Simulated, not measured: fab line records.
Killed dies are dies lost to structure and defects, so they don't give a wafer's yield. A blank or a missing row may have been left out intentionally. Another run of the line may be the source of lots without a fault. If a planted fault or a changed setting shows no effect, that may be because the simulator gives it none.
fab line records | flow n5Finfet
record lots=7 wafers=21 lastDay=18
route steps=1938 shown BEOL_M14@1727 BEOL_M15@1830 PASSIVATION@1936
lots with no fault: from the same line, run without faults
startH: start of the lot's first displayed wafer, in hours after the record's first day | waitH: hours since the lot's step before | " repeats the value in the row above | L1.1+2: a single row standing in for several wafers | - no value present, or no start provided | * or withheld: withheld | < > ~ a bound
route shown NAME@n: a module of which the file shows steps, and the number in the route of the first | usual: the fault-free wafers' mean and standard deviation | same: alike in all rows | chamber/n: place in a boat | sites: per-site readings | _std_site: how widely they spread, as a standard deviation | _edge_site: the outer-site mean with the inner-site mean subtracted | radiusMm: for every site, how far away it sits from the centre of the wafer | mask NAME#n: copy n | behind: the tool/chamber that last shaped the wafer | hold: reason for holding the lot/hours on hold/outcome of the hold | device: which transistor (n, p or np) failed to switch | end of line: the same wafers' tests at the end of the route | a step with no rows: only its recipe | killed: dies lost to structure and defects at the first sort, not the wafer's yield | map: per-die view of a wafer (x killed, . not killed, _ where there is no die)
set.NAME: setting as actually run; set.NAME@STEP: the setting as run at that earlier step | model.NAME: the simulator's own value behind a step, which no gauge read
the route's steps for a sample of lots (tables are steps, rows are wafers)
services: a tool's chamber out of use, with start hour (startH, from the record's first day; less than 0 if before it), hours out, and reason
## steps
# step N5_BEOL_M14_OVL_MEAS_11
# recipe pointsPerWafer=44
# usual V13_OVL=-3/5.1
# columns lot.wafer tool chamber startH waitH V13_OVL[nm]
L890.1 overlay-01 0 260.30 0.0 -5
L890.2 " 0 " " -4
L890.3 " 0 " " -1
L892.1 overlay-02 0 273.35 0.0 -3
L892.5 " 0 " " -2
L892.6 " 0 " " 2
L896.1 overlay-01 0 310.36 0.0 -6
L896.2 " 0 " " 6
L896.6 " 0 " " 2
L899.1 overlay-02 0 347.87 0.0 4
L899.3 " 0 " " -2
L899.5 " 0 " " 5
L903.1 overlay-01 0 363.36 0.0 -8
L903.5 " 0 " " 0
L903.6 " 0 " " -3
L906.1 overlay-01 0 363.59 0.0 3
L906.4 " 0 " " 4
L906.5 " 0 " " -5
L908.1 overlay-01 0 393.00 0.0 -9
L908.3 " 0 " " -2
L908.5 " 0 " " -2
# step N5_BEOL_M14_CD_MEAS_17
# recipe targetCdNm=250 polarity=opening
# usual cdNm=250.9/1.7
# columns lot.wafer tool chamber startH waitH cdNm
L890.1 cdSem-02 - 260.79 0.0 251.6
L890.2 " - " " 249.3
L890.3 " - " " 250.2
L892.1 cdSem-01 - 273.85 0.0 247.8
L892.5 " - " " 250.0
L892.6 " - " " 251.6
L896.1 cdSem-02 - 310.85 0.0 249.1
L896.2 " - " " 251.2
L896.6 " - " " 251.2
L899.1 cdSem-02 - 348.40 0.0 251.3
L899.3 " - " " 251.9
L899.5 " - " " 250.6
L903.1 cdSem-03 - 364.13 0.0 251.9
L903.5 " - " " 251.0
L903.6 " - " " 250.2
L906.1 cdSem-03 - 364.33 0.0 252.4
L906.4 " - " " 252.0
L906.5 " - " " 250.4
L908.1 cdSem-03 - 394.08 0.0 251.9
L908.3 " - " " 251.8
L908.5 " - " " 251.7
# step N5_BEOL_M14_TRENCH_ETCH_34
# recipe chemistry=C4F8/O2/Ar target=SiO2 targetDepthA=5566.5 maskMaterial=SOC heInnerTorr=15 heOuterTorr=30 timeS=126.9 ionEnergyEv=800 pressureMtorr=20 sourceW=1905 biasW=2040 Ar_flow_sccm=400 C4F8_flow_sccm=16 O2_flow_sccm=12
# usual drypumpMotorCurrentA=5.9/0.38 oesProductAu=0.80/0.08 rfVppV=2230/13 showerheadPlenumPTorr=3.47/0.16 throttleValvePct=30.82/0.21
# columns lot.wafer tool chamber startH waitH drypumpMotorCurrentA oesProductAu rfHoursCounterH rfVppV showerheadPlenumPTorr throttleValvePct
L890.1 rieDiel-04 2 261.66 0.0 6.1 0.82 88 2222 3.34 31.13
L890.2 " 3 " " 6.0 0.72 229 2235 3.38 30.67
L890.3 " 0 " " 6.4 0.85 74 2223 3.62 30.73
L892.1 rieDiel-05 2 274.72 0.0 5.8 0.85 46 2250 3.64 30.89
L892.5 " 2 " " 5.8 0.86 - 2250 3.64 30.90
L892.6 " 3 " " 6.3 0.94 - 2217 3.51 30.81
L896.1 rieDiel-05 0 311.72 0.0 5.5 0.73 204 2247 3.53 30.63
L896.2 " 3 " " 6.3 0.91 23 2218 3.50 30.84
L896.6 " 1 " " 5.4 0.72 - 2218 3.17 31.13
L899.1 rieDiel-05 0 349.30 0.0 5.5 0.72 220 2245 3.52 30.67
L899.3 " 2 " " 5.8 0.82 72 2249 3.63 30.91
L899.5 " 2 " " 5.8 0.82 - 2250 3.63 30.89
L903.1 rieDiel-04 2 365.13 0.0 6.1 0.79 124 2221 3.32 31.18
L903.5 " 1 " " 6.1 0.92 - 2229 3.63 30.52
L903.6 " 2 " " 6.1 0.79 - 2221 3.32 31.19
L906.1 rieDiel-02 2 365.20 0.0 6.4 0.87 53 2239 3.34 30.73
L906.4 " 3 " " 5.9 0.70 - 2224 3.50 30.56
L906.5 " 0 " " 5.3 0.78 - 2220 3.59 30.76
L908.1 rieDiel-04 0 395.50 0.0 6.4 0.79 124 2220 3.59 30.76
L908.3 " 2 " " 6.1 0.77 135 2220 3.31 31.19
L908.5 " 1 " " 6.1 0.90 - 2230 3.63 30.52
# step N5_BEOL_M14_OCD_MEAS_35
# usual trenchDepthNm=558/7.9
# columns lot.wafer tool chamber startH waitH trenchDepthNm
L890.1 ocd-02 - 261.81 0.0 560
L890.2 " - " " 563
L890.3 " - " " 567
L892.1 ocd-01 - 274.88 0.0 559
L892.5 " - " " 561
L892.6 " - " " 558
L896.1 ocd-01 - 311.87 0.0 555
L896.2 " - " " 566
L896.6 " - " " 547
L899.1 ocd-02 - 349.46 0.0 828
L899.3 " - " " 554
L899.5 " - " " 556
L903.1 ocd-02 - 365.28 0.0 557
L903.5 " - " " 566
L903.6 " - " " 553
L906.1 ocd-01 - 365.35 0.0 565
L906.4 " - " " 546
L906.5 " - " " 564
L908.1 ocd-01 - 395.65 0.0 565
L908.3 " - " " 549
L908.5 " - " " 558
# step N5_BEOL_M14_ETCH_38
# recipe chemistry=CF4/N2 target=SiCN targetDepthA=1065 taperDeg=2 timeS=120.6 ionEnergyEv=150 maskMaterial=SiO2 pressureMtorr=40 sourceW=430 biasW=70 Ar_flow_sccm=100 cf4FlowSccm=60 n2FlowSccm=60
# usual drypumpMotorCurrentA=5.9/0.38 oesProductAu=0.81/0.079 rfVppV=383.1/2.5 showerheadPlenumPTorr=2.24/0.096 throttleValvePct=15.35/0.22
# columns lot.wafer tool chamber startH waitH drypumpMotorCurrentA oesProductAu rfHoursCounterH rfVppV showerheadPlenumPTorr throttleValvePct
L890.1 rieDiel-05 3 - - 6.3 0.94 6 383.3 2.26 15.20
L890.2 " 2 " " 5.8 0.86 41 385.9 2.34 15.32
L890.3 " 1 " " 5.4 0.73 166 378.3 2.04 15.66
L892.1 rieDiel-05 3 - - 6.3 0.94 11 382.8 2.26 15.21
L892.5 " 2 " " 5.8 0.87 - 385.4 2.34 15.35
L892.6 " 3 " " 6.3 0.94 - 382.5 2.26 15.23
L896.1 rieDiel-02 2 - - 6.4 0.90 34 382.3 2.16 15.22
L896.2 " 3 " " 5.9 0.70 233 383.1 2.26 15.39
L896.6 " 0 " " 5.3 0.80 - 386.1 2.32 15.20
L899.1 rieDiel-04 0 - - 6.4 0.81 109 385.3 2.31 15.28
L899.3 " 3 " " 5.9 0.96 4 381.4 2.16 15.00
L899.5 " 3 " " 5.9 0.95 - 379.5 2.16 14.98
L903.1 rieDiel-02 2 - - 6.4 0.87 53 380.6 2.15 15.26
L903.5 " 0 " " 5.3 0.76 - 384.3 2.31 15.26
L903.6 " 2 " " 6.4 0.86 - 382.3 2.15 15.27
L906.1 rieDiel-05 0 - - 5.5 0.71 227 385.8 2.26 15.42
L906.4 " 3 " " 6.3 0.87 38 382.7 2.25 15.27
L906.5 " 0 " " 5.5 0.71 - 382.9 2.26 15.42
L908.1 rieDiel-02 1 - - 5.5 0.74 157 384.3 2.30 15.53
L908.3 " 0 " " 5.3 0.77 117 386.3 2.31 15.27
L908.5 " 1 " " 5.5 0.74 - 384.7 2.30 15.51
# step N5_BEOL_M14_THK_MEAS_50
# recipe thkMeasGauge=xrf reads=Cu_of_BEOL_M14_ECD_47
# usual M14_THK=554/8.1
# columns lot.wafer tool chamber startH waitH M14_THK[nm]
L890.1 filmMetro-01 - 265.07 - 558
L890.2 " - " " 564
L890.3 " - " " 564
L892.1 filmMetro-01 - 276.33 - 563
L892.5 " - " " 565
L892.6 " - " " 566
L896.1 filmMetro-01 - 315.56 - 556
L896.2 " - " " 562
L896.6 " - " " 545
L899.1 filmMetro-01 - 353.87 - 820
L899.3 " - " " 549
L899.5 " - " " 554
L903.1 filmMetro-01 - 369.10 - 550
L903.5 " - " " 561
L903.6 " - " " 546
L906.1 filmMetro-01 - 369.76 - 557
L906.4 " - " " 536
L906.5 " - " " 554
L908.1 filmMetro-02 - 397.56 - 559
L908.3 " - " " 543
L908.5 " - " " 552
# step N5_BEOL_M14_RS_MEAS_54
# recipe thkMeasGauge=four-point-probe reads=Cu_of_BEOL_M14_ECD_47+Ta_of_BEOL_M14_SPUTTER_44+TaN_of_BEOL_M14_SPUTTER_43
# usual M14_RS=0.0332/0.00048
# columns lot.wafer tool chamber startH waitH M14_RS[ohm/sq]
L890.1 filmMetro-02 - 265.23 0.1 0.0330
L890.2 " - " " 0.0328
L890.3 " - " " 0.0326
L892.1 filmMetro-01 - 276.46 0.0 0.0330
L892.5 " - " " 0.0329
L892.6 " - " " 0.0329
L896.1 filmMetro-01 - 315.69 0.0 0.0334
L896.2 " - " " 0.0326
L896.6 " - " " 0.0339
L899.1 filmMetro-02 - 354.00 0.0 0.0223
L899.3 " - " " 0.0335
L899.5 " - " " 0.0332
L903.1 filmMetro-02 - 369.23 0.0 0.0332
L903.5 " - " " 0.0327
L903.6 " - " " 0.0336
L906.1 filmMetro-02 - 369.88 0.0 0.0328
L906.4 " - " " 0.0340
L906.5 " - " " 0.0328
L908.1 filmMetro-01 - 397.69 0.0 0.0328
L908.3 " - " " 0.0338
L908.5 " - " " 0.0330
# step N5_BEOL_M15_RC_MEAS_101
# usual COMB_M10=1.5e-11/3.3e-12 COMB_M11=1.5e-11/3e-12 COMB_M12=6.6e-12/1.3e-12 COMB_M13=4.9e-12/8.9e-13 COMB_M15=2.6e-12/4.9e-13 COMB_M5=3.6e-11/7.4e-12 COMB_M6=2.5e-11/5.1e-12 COMB_M7=2.5e-11/5.3e-12 COMB_M8=2.7e-11/5.8e-12 COMB_M9=1.5e-11/3.2e-12 SERP_M10=3.06/0.059 SERP_M11=3.05/0.069 SERP_M12=0.643/0.016 SERP_M13=0.312/0.0065 SERP_M14=0.1600/0.0029 SERP_M14_max_site=0.1619/0.0029 SERP_M5=39.6/1.5 SERP_M6=14.0/0.5 SERP_M7=13.9/0.53 SERP_M8=13.9/0.39 SERP_M9=3.06/0.08
# columns lot.wafer tool chamber startH waitH COMB_M10[S/m] COMB_M11[S/m] COMB_M12[S/m] COMB_M13[S/m] COMB_M15[S/m] COMB_M5[S/m] COMB_M6[S/m] COMB_M7[S/m] COMB_M8[S/m] COMB_M9[S/m] SERP_M10[ohm/um] SERP_M11[ohm/um] SERP_M12[ohm/um] SERP_M13[ohm/um] SERP_M14[ohm/um] SERP_M14_max_site[ohm/um] SERP_M5[ohm/um] SERP_M6[ohm/um] SERP_M7[ohm/um] SERP_M8[ohm/um] SERP_M9[ohm/um]
L890.1 prober-02 0 271.16 0.0 1.7e-11 2e-11 7.1e-12 5.5e-12 3.1e-12 4.7e-11 2.7e-11 1.9e-11 2.1e-11 1.6e-11 3.06 2.97 0.622 0.320 0.1598 0.1623 39.9 13.6 12.6 13.6 3.00
L890.2 " 0 " " 1.4e-11 1.3e-11 6e-12 4.1e-12 2.1e-12 4.2e-11 3.3e-11 2.5e-11 3.1e-11 1.7e-11 3.07 2.95 0.640 0.323 0.1595 0.1606 39.1 13.1 13.8 13.8 2.92
L890.3 " 0 " " 1e-11 1.4e-11 5.9e-12 4.7e-12 3.4e-12 2.8e-11 2.9e-11 2.1e-11 3.3e-11 2e-11 2.99 2.99 0.625 0.324 0.1576 0.1596 41.5 12.6 13.8 14.0 2.98
L892.1 prober-02 0 283.51 0.0 1.4e-11 1.9e-11 7.3e-12 5e-12 2.6e-12 2.8e-11 2.5e-11 2e-11 1.9e-11 1.3e-11 3.11 3.08 0.646 0.317 0.1587 0.1607 39.4 13.6 13.7 14.2 2.96
L892.5 " 0 " " 1e-11 1.1e-11 4.4e-12 5e-12 2.5e-12 2.7e-11 2.1e-11 2.6e-11 1.7e-11 1.3e-11 3.15 3.10 0.685 0.315 0.1596 0.1609 41.5 13.5 13.3 14.5 3.13
L892.6 " 0 " " 1.5e-11 1.4e-11 5.2e-12 5.6e-12 1.6e-12 4.1e-11 1.9e-11 2.2e-11 2.8e-11 1.6e-11 3.04 3.06 0.640 0.309 0.1591 0.1610 42.3 13.8 14.3 13.5 2.94
L896.1 prober-01 0 321.44 0.0 1.3e-11 1.3e-11 5.2e-12 6e-12 2.4e-12 4.6e-11 2.9e-11 3.9e-11 2.2e-11 1.3e-11 3.08 3.14 0.643 0.321 0.1595 0.1613 39.8 14.7 13.7 13.8 3.26
L896.2 " 0 " " 1.9e-11 1.2e-11 6.4e-12 5e-12 2.8e-12 4.5e-11 2e-11 2.5e-11 2e-11 1.4e-11 3.16 3.14 0.670 0.310 0.1564 0.1580 39.1 14.0 13.8 13.5 3.12
L896.6 " 0 " " 1.4e-11 1.3e-11 5.8e-12 6e-12 2.4e-12 3.8e-11 2.8e-11 3.1e-11 2.4e-11 1.7e-11 3.17 3.11 0.658 0.321 0.1634 0.1661 39.9 13.8 14.1 14.1 3.03
L899.1 prober-02 0 360.76 0.3 1.3e-11 1.4e-11 5.5e-12 4.3e-12 1.9e-12 4.3e-11 3.3e-11 2.2e-11 1.9e-11 1.6e-11 3.05 3.07 0.641 0.308 0.1053 0.1059 41.0 14.8 14.5 13.7 3.07
L899.3 " 0 " " 1.5e-11 1.5e-11 8.6e-12 3.7e-12 1.7e-12 3.7e-11 2.6e-11 1.7e-11 2.8e-11 1.7e-11 3.03 3.05 0.628 0.315 0.1611 0.1619 39.2 13.9 14.6 13.5 3.01
L899.5 " 0 " " 1.7e-11 1.4e-11 6.9e-12 4.2e-12 2.9e-12 3.5e-11 2e-11 1.9e-11 2.2e-11 1.6e-11 3.11 3.02 0.669 0.307 0.1593 0.1600 39.0 14.1 15.0 14.0 2.95
L903.1 prober-02 0 376.45 0.0 1.4e-11 1.5e-11 7.1e-12 4.5e-12 2.9e-12 3e-11 2.2e-11 2.5e-11 2.4e-11 1.4e-11 3.07 2.94 0.633 0.313 0.1612 0.1637 37.2 14.5 14.8 14.2 3.04
L903.5 " 0 " " 1.8e-11 2e-11 5.8e-12 4.9e-12 2.1e-12 3.4e-11 1.9e-11 2e-11 2e-11 1.1e-11 3.10 2.93 0.623 0.299 0.1572 0.1593 38.9 13.8 14.2 13.3 3.09
L903.6 " 0 " " 1.7e-11 2.3e-11 5e-12 3.6e-12 2.3e-12 2.6e-11 2.2e-11 2.6e-11 2.3e-11 1.4e-11 3.01 2.96 0.638 0.297 0.1625 0.1641 41.0 14.4 14.4 13.5 3.12
L906.1 prober-02 0 378.60 0.0 1.5e-11 1.7e-11 6.2e-12 4e-12 2.2e-12 3.4e-11 2e-11 1.8e-11 2.9e-11 1.7e-11 2.94 3.06 0.656 0.316 0.1577 0.1591 38.0 13.7 13.8 14.6 2.94
L906.4 " 0 " " 1.5e-11 2.1e-11 8.5e-12 6e-12 2.9e-12 4.7e-11 3.5e-11 2.5e-11 3e-11 1.2e-11 2.95 3.03 0.645 0.317 0.1650 0.1662 39.3 14.0 14.4 14.5 2.89
L906.5 " 0 " " 1.3e-11 1.8e-11 7.8e-12 4.2e-12 2e-12 4e-11 2.6e-11 2.1e-11 1.9e-11 2e-11 2.98 3.08 0.639 0.311 0.1571 0.1591 38.5 14.2 13.5 13.8 3.07
L908.1 prober-02 0 406.20 0.0 1.7e-11 1.5e-11 5.5e-12 3.7e-12 2.8e-12 3.2e-11 2.3e-11 2.2e-11 2.1e-11 1.7e-11 3.06 3.06 0.649 0.316 0.1578 0.1604 40.1 13.4 13.9 14.3 3.12
L908.3 " 0 " " 1.5e-11 1.5e-11 5.2e-12 4.6e-12 2.1e-12 3.9e-11 2.5e-11 2.5e-11 2.4e-11 1.8e-11 2.92 3.08 0.659 0.321 0.1608 0.1628 39.8 13.0 13.7 14.0 3.05
L908.5 " 0 " " 1.5e-11 1.6e-11 4.6e-12 4.4e-12 2.8e-12 3e-11 3.2e-11 2.3e-11 2.6e-11 1.4e-11 3.03 3.09 0.632 0.316 0.1573 0.1601 42.5 13.4 14.0 13.6 3.08
# sites SERP_M14 radiusMm=0,75,75,75,75,140,140,140,140
L890.1 0.1575 0.1603 0.1609 0.1623 0.1578 0.1586 0.1598 0.1598 0.1599
L892.1 0.1570 0.1584 0.1587 0.1599 0.1590 0.1607 0.1583 0.1590 0.1582
L896.1 0.1594 0.1613 0.1612 0.1574 0.1595 0.1613 0.1598 0.1585 0.1586
L899.1 0.1044 0.1053 0.1046 0.1048 0.1053 0.1059 0.1053 0.1055 0.1050
L903.1 0.1612 0.1637 0.1612 0.1598 0.1613 0.1622 0.1618 0.1587 0.1605
L906.1 0.1577 0.1585 0.1587 0.1591 0.1573 0.1562 0.1587 0.1576 0.1557
L908.1 0.1584 0.1577 0.1604 0.1590 0.1578 0.1570 0.1595 0.1574 0.1574
# step N5_PASSIVATION_PROBE_49
# usual defectLimitedYield=91.0/1.5 killed_at_M0_to_M3=37/12 killed_at_M4_up=13/5 killedAtContacts=13/6.1 killedAtFrontEnd=39/11 killedAtOther=4/3.2 killedDies=106/17 killedOpen=69/12 killedShort=35/7.9 sort_bin_5_function=5.3/1 sort_bin_6_memory=3.3/0.68 sortNPass=1074/17 sortYieldPct=91.0/1.5
# same grossDies=1180 killedAtBackSide=0 sort_bin_4_leakage[%]=0 sort_bin_8_speed[%]=0
# columns lot.wafer tool chamber startH waitH defectLimitedYield[%] killed_at_M0_to_M3 killed_at_M4_up killedAtContacts killedAtFrontEnd killedAtOther killedDies killedOpen killedShort sort_bin_5_function[%] sort_bin_6_memory[%] sortNPass sortYieldPct[%]
L890.1 prober-01 - 291.42 0.0 91.7 30 22 8 35 3 98 61 34 5.3 2.5 1082 91.7
L890.2 prober-01 - 291.47 0.1 86.9 43 17 18 71 6 155 107 47 7.6 5.3 1025 86.9
L890.3 prober-01 - 291.52 0.1 89.2 28 29 11 49 10 127 90 37 6.9 3.6 1053 89.2
L892.1 prober-02 - 303.16 0.7 91.7 19 9 21 46 3 98 63 31 4.7 3.2 1082 91.7
L892.5 prober-02 - 303.36 0.9 92.8 29 13 10 31 2 85 61 24 4.8 2.3 1095 92.8
L892.6 prober-02 - 303.41 0.9 93.0 34 6 15 28 0 83 53 29 4.2 2.6 1097 93.0
L896.1 prober-01 - 335.31 0.0 89.3 68 16 10 29 3 126 80 46 6.3 3.9 1054 89.3
L896.2 prober-01 - 335.36 0.1 90.9 55 13 7 31 1 107 59 48 4.7 3.6 1073 90.9
L896.6 prober-01 - 335.56 0.3 87.5 69 21 11 46 1 148 94 54 8.0 4.2 1032 87.5
L899.1 prober-02 - 374.89 0.0 90.6 40 6 14 48 3 111 75 34 6.0 3.1 1069 90.6
L899.3 prober-02 - 374.99 0.1 89.3 44 12 12 48 10 126 70 51 6.6 3.1 1054 89.3
L899.5 prober-02 - 375.09 0.2 90.7 46 15 10 28 11 110 61 46 5.2 3.4 1070 90.7
L903.1 prober-02 - 390.77 0.0 90.2 48 5 12 50 1 116 83 33 6.1 3.5 1064 90.2
L903.5 prober-02 - 390.97 0.2 91.3 48 8 9 38 0 103 72 31 4.3 4.2 1077 91.3
L903.6 prober-02 - 391.02 0.3 90.3 46 20 17 31 1 115 80 35 5.4 4.2 1065 90.3
L906.1 prober-01 - 395.42 0.0 93.4 31 17 9 21 0 78 52 26 3.9 2.4 1102 93.4
L906.4 prober-01 - 395.57 0.2 91.5 32 10 12 41 5 100 67 28 4.3 3.8 1080 91.5
L906.5 prober-01 - 395.62 0.2 92.2 35 16 13 24 4 92 62 27 4.4 2.9 1088 92.2
L908.1 prober-02 - 422.62 0.0 91.9 27 9 12 46 1 95 54 35 3.6 3.6 1085 91.9
L908.3 prober-02 - 422.72 0.1 93.1 15 12 11 43 1 82 55 24 4.2 2.8 1098 93.1
L908.5 prober-02 - 422.82 0.2 92.5 42 5 4 38 0 89 53 26 3.4 3.3 1091 92.5
# killed by level:class
L890.1 BEOL_M4:geometricParticle:open=11 FIN_SAQP:geometricParticle:open=10 BEOL_M0_SAQP:geometricParticle:open=7 FIN_SAQP:geometricParticle:short=6 BEOL_M0_SAQP:geometricParticle:short=6 STI_FIN_REVEAL:geometricParticle:open=6 DUMMY_GATE:geometricParticle:open=5 MOL_CONTACT_COAG:geometricParticle:open=5
L890.2 FIN_SAQP:geometricParticle:open=24 MOL_CONTACT_COAG:geometricParticle:open=15 GATE_CUT:geometricParticle:open=10 BEOL_M3:geometricParticle:open=10 BEOL_M4:geometricParticle:open=10 BEOL_M0_SAQP:geometricParticle:short=9 STI_FIN_REVEAL:geometricParticle:open=8 DUMMY_GATE:geometricParticle:open=8
L890.3 BEOL_M4:geometricParticle:open=17 STI_FIN_REVEAL:geometricParticle:open=11 FIN_SAQP:geometricParticle:open=10 DUMMY_GATE:geometricParticle:open=10 MOL_CONTACT_COAG:geometricParticle:open=9 FIN_SAQP:geometricParticle:short=8 BEOL_M2:geometricParticle:open=8 BEOL_M3:geometricParticle:open=8
L892.1 MOL_CONTACT_COAG:geometricParticle:open=15 FIN_SAQP:geometricParticle:short=13 FIN_SAQP:geometricParticle:open=11 BEOL_M3:geometricParticle:open=9 DUMMY_GATE:geometricParticle:open=5 MOL_CONTACT_COAG:geometricParticle:short=5 STI_FIN_REVEAL:geometricParticle:open=4 BEOL_M5:geometricParticle:open=3
L892.5 BEOL_M1:geometricParticle:open=9 FIN_SAQP:geometricParticle:open=7 STI_FIN_REVEAL:geometricParticle:open=7 MOL_CONTACT_COAG:geometricParticle:open=7 DUMMY_GATE:geometricParticle:open=6 BEOL_M0_SAQP:geometricParticle:short=6 BEOL_M5:geometricParticle:open=5 BEOL_M7:geometricParticle:open=5
L892.6 MOL_CONTACT_COAG:geometricParticle:open=11 BEOL_M0_SAQP:geometricParticle:short=10 FIN_SAQP:geometricParticle:open=7 BEOL_M2:geometricParticle:open=7 BEOL_M0_SAQP:geometricParticle:open=5 BEOL_M3:geometricParticle:open=5 FIN_SAQP:geometricParticle:short=4 GATE_CUT:geometricParticle:short=4
L896.1 BEOL_M0_SAQP:geometricParticle:open=21 BEOL_M0_SAQP:geometricParticle:short=17 BEOL_M3:geometricParticle:open=12 GATE_CUT:geometricParticle:short=8 BEOL_M4:geometricParticle:open=7 FIN_SAQP:geometricParticle:open=6 MOL_CONTACT_COAG:geometricParticle:open=6 BEOL_M2:geometricParticle:open=6
L896.2 BEOL_M0_SAQP:geometricParticle:open=21 BEOL_M0_SAQP:geometricParticle:short=18 FIN_SAQP:geometricParticle:short=6 GATE_CUT:geometricParticle:short=6 BEOL_M2:geometricParticle:open=5 BEOL_M3:geometricParticle:open=5 STARTING-WAFER:geometricParticle:short=5 MOL_CONTACT_COAG:geometricParticle:short=4
L896.6 BEOL_M0_SAQP:geometricParticle:short=28 BEOL_M0_SAQP:geometricParticle:open=25 BEOL_M4:geometricParticle:open=13 STI_FIN_REVEAL:geometricParticle:open=11 MOL_CONTACT_COAG:geometricParticle:open=10 DUMMY_GATE:geometricParticle:open=8 FIN_SAQP:geometricParticle:open=5 GATE_CUT:geometricParticle:open=5
L899.1 FIN_SAQP:geometricParticle:open=12 MOL_CONTACT_COAG:geometricParticle:open=12 BEOL_M0_SAQP:geometricParticle:short=10 BEOL_M3:geometricParticle:open=9 STI_FIN_REVEAL:geometricParticle:open=8 BEOL_M2:geometricParticle:open=7 FIN_SAQP:geometricParticle:short=5 GATE_CUT:geometricParticle:short=5
L899.3 BEOL_M0_SAQP:geometricParticle:short=9 BEOL_M3:geometricParticle:open=8 FIN_SAQP:geometricParticle:short=7 BEOL_M0_SAQP:geometricParticle:open=7 BEOL_M1:geometricParticle:open=7 FIN_SAQP:geometricParticle:open=6 MOL_CONTACT_COAG:geometricParticle:short=6 MOL_CONTACT_COAG:geometricParticle:open=6
L899.5 BEOL_M0_SAQP:geometricParticle:short=11 BEOL_M3:geometricParticle:open=10 BEOL_M0_SAQP:geometricParticle:open=8 MOL_CONTACT_COAG:geometricParticle:open=7 BEOL_M4:geometricParticle:open=6 PASS1_DEP:geometricParticle:short=5 BEOL_M2:geometricParticle:short=5 BEOL_M0:geometricParticle:open=4
L903.1 BEOL_M3:geometricParticle:open=19 FIN_SAQP:geometricParticle:open=13 STI_FIN_REVEAL:geometricParticle:open=10 BEOL_M0_SAQP:geometricParticle:open=10 MOL_CONTACT_COAG:geometricParticle:open=9 BEOL_M2:geometricParticle:open=8 FIN_SAQP:geometricParticle:short=7 BEOL_M0_SAQP:geometricParticle:short=5
L903.5 BEOL_M2:geometricParticle:open=15 BEOL_M3:geometricParticle:open=15 FIN_SAQP:geometricParticle:open=11 BEOL_M0_SAQP:geometricParticle:short=9 MOL_CONTACT_COAG:geometricParticle:open=8 FIN_SAQP:geometricParticle:short=5 BEOL_M5:geometricParticle:open=5 STI_FIN_REVEAL:geometricParticle:short=4
L903.6 MOL_CONTACT_COAG:geometricParticle:open=13 BEOL_M0_SAQP:geometricParticle:open=13 FIN_SAQP:geometricParticle:open=10 BEOL_M0_SAQP:geometricParticle:short=10 BEOL_M4:geometricParticle:open=9 BEOL_M2:geometricParticle:open=8 BEOL_M3:geometricParticle:open=6 MOL_CONTACT_COAG:geometricParticle:short=4
L906.1 BEOL_M2:geometricParticle:open=10 FIN_SAQP:geometricParticle:open=6 BEOL_M0_SAQP:geometricParticle:short=6 MOL_CONTACT_COAG:geometricParticle:open=5 BEOL_M4:geometricParticle:open=5 MOL_CONTACT_COAG:geometricParticle:short=4 BEOL_M0_SAQP:geometricParticle:open=4 BEOL_M5:geometricParticle:open=4
L906.4 FIN_SAQP:geometricParticle:short=10 FIN_SAQP:geometricParticle:open=10 BEOL_M2:geometricParticle:open=10 MOL_CONTACT_COAG:geometricParticle:open=7 STI_FIN_REVEAL:geometricParticle:open=6 BEOL_M4:geometricParticle:open=6 BEOL_M0_SAQP:geometricParticle:open=5 BEOL_M3:geometricParticle:open=5
L906.5 MOL_CONTACT_COAG:geometricParticle:open=10 BEOL_M1:geometricParticle:open=10 BEOL_M3:geometricParticle:open=7 BEOL_M0_SAQP:geometricParticle:short=6 BEOL_M4:geometricParticle:open=6 BEOL_M5:geometricParticle:open=5 STARTING-WAFER:geometricParticle:short=5 FIN_SAQP:geometricParticle:short=4
L908.1 FIN_SAQP:geometricParticle:open=11 FIN_SAQP:geometricParticle:short=10 MOL_CONTACT_COAG:geometricParticle:open=9 BEOL_M0_SAQP:geometricParticle:open=7 BEOL_M2:geometricParticle:short=6 STI_FIN_REVEAL:geometricParticle:open=5 BEOL_M2:geometricParticle:open=5 HKMG_FIN:areaEtch=5
L908.3 STI_FIN_REVEAL:geometricParticle:open=12 MOL_CONTACT_COAG:geometricParticle:open=8 STARTING-WAFER:geometricParticle:open=6 DUMMY_GATE:geometricParticle:open=5 FIN_SAQP:geometricParticle:short=4 FIN_SAQP:geometricParticle:open=4 STARTING-WAFER:geometricParticle:short=4 GATE_CUT:geometricParticle:short=3
L908.5 BEOL_M3:geometricParticle:open=14 BEOL_M0_SAQP:geometricParticle:open=12 STI_FIN_REVEAL:geometricParticle:open=10 HKMG_FIN:areaEtch=7 BEOL_M0_SAQP:geometricParticle:short=6 FIN_SAQP:geometricParticle:short=4 BEOL_M2:geometricParticle:short=4 FIN_SAQP:geometricParticle:open=3
## services
# columns tool chamber startH hours kind
rieDiel-05 0 267.67 7.6 repair
rieDiel-04 1 277.22 - clean
rieDiel-04 1 277.22 - consumableReplace:focusRing
rieDiel-04 1 277.22 - consumableReplace:showerhead
rieDiel-04 1 277.22 13.6 scheduledDown
rieDiel-04 1 277.22 13.6 ventCycle
rieDiel-02 3 321.37 8.5 repair
rieDiel-04 3 323.22 - clean
rieDiel-04 3 323.22 - consumableReplace:focusRing
rieDiel-04 3 323.22 13.6 scheduledDown
rieDiel-04 3 323.22 13.6 ventCycle
rieDiel-05 3 337.33 15.2 repair
rieDiel-02 1 356.92 13.5 repair
## key
firstSign step=N5_BEOL_M14_OCD_MEAS_35 reading=trenchDepthNm direction=up sigmas=34 usual=558 struck=828
effect step=N5_BEOL_M14_THK_MEAS_50 reading=M14_THK direction=up sigmas=33 usual=554 struck=820
effect step=N5_BEOL_M14_RS_MEAS_54 reading=M14_RS direction=down sigmas=23 usual=0.0332 struck=0.0223
effect step=N5_BEOL_M15_RC_MEAS_101 reading=SERP_M14 direction=down sigmas=19 usual=0.1600 struck=0.1053
metAt N5_BEOL_M14_TRENCH_ETCH_34
struckLots L899
struckWafers L899.1
notActingAt N5_BEOL_M14_OVL_MEAS_11,N5_BEOL_M14_CD_MEAS_17,N5_BEOL_M14_ETCH_38
onsetBetween 311.72 349.30
fault kind=processParameterDrift tool=rieDiel-05 chamber=0 onsetH=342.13 steps=N5_BEOL_M14_TRENCH_ETCH_34 channel=timeS offset=* shape=step endH=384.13 actsIn=* stated=*
